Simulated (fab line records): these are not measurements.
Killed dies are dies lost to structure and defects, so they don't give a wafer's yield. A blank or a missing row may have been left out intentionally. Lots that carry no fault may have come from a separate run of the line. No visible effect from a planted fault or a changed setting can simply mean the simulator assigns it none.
Chamber matching    flow n5 finfet    3 sister chambers for N5_BEOL_M12_ETCH_68 on rie diel-03
The step etches SOC in N2/H2, time 285 s. 6 wafers are shown with their chamber, then 3 later ones without.

== EACH WAFER AND ITS CHAMBER ==
wafer   chamber  showerhead plenum p Torr (Torr)  oes product au (a.u.)
L082.2  2        2.53                             0.70
L082.6  1        2.56                             0.80
L085.1  1        2.56                             0.80
L085.6  0        2.62                             0.71
L089.2  2        2.53                             0.71
L089.4  0        2.61                             0.72

== WAFERS WITHOUT THEIR CHAMBER ==
wafer   showerhead plenum p Torr (Torr)  oes product au (a.u.)
L089.5  2.61                             0.71
L091.3  2.52                             0.69
L094.6  2.61                             0.70

== EACH ONE'S CHAMBER ==
wafer   from the rows above  in truth
L089.5  0                    0
L091.3  2                    2
L094.6  0                    0
Correct placement for 3 of the 3. Left unplaced by these rows: 0. Placed wrongly: 0.
How it was worked out, from the rows above alone: a wafer's distance from a chamber is the root of the sum, over the readings, of the square of ((its reading less the chamber's mean) divided by the reading's scatter). If the next closest chamber is less than 2 further off than the closest, the wafer can't be placed; otherwise it belongs to the closest. The mean given for a chamber averages the wafers shown for that chamber. The scatter is the square root of a quotient: the sum, over the shown wafers, of each reading's squared deviation from its chamber's mean, divided by wafers minus chambers.
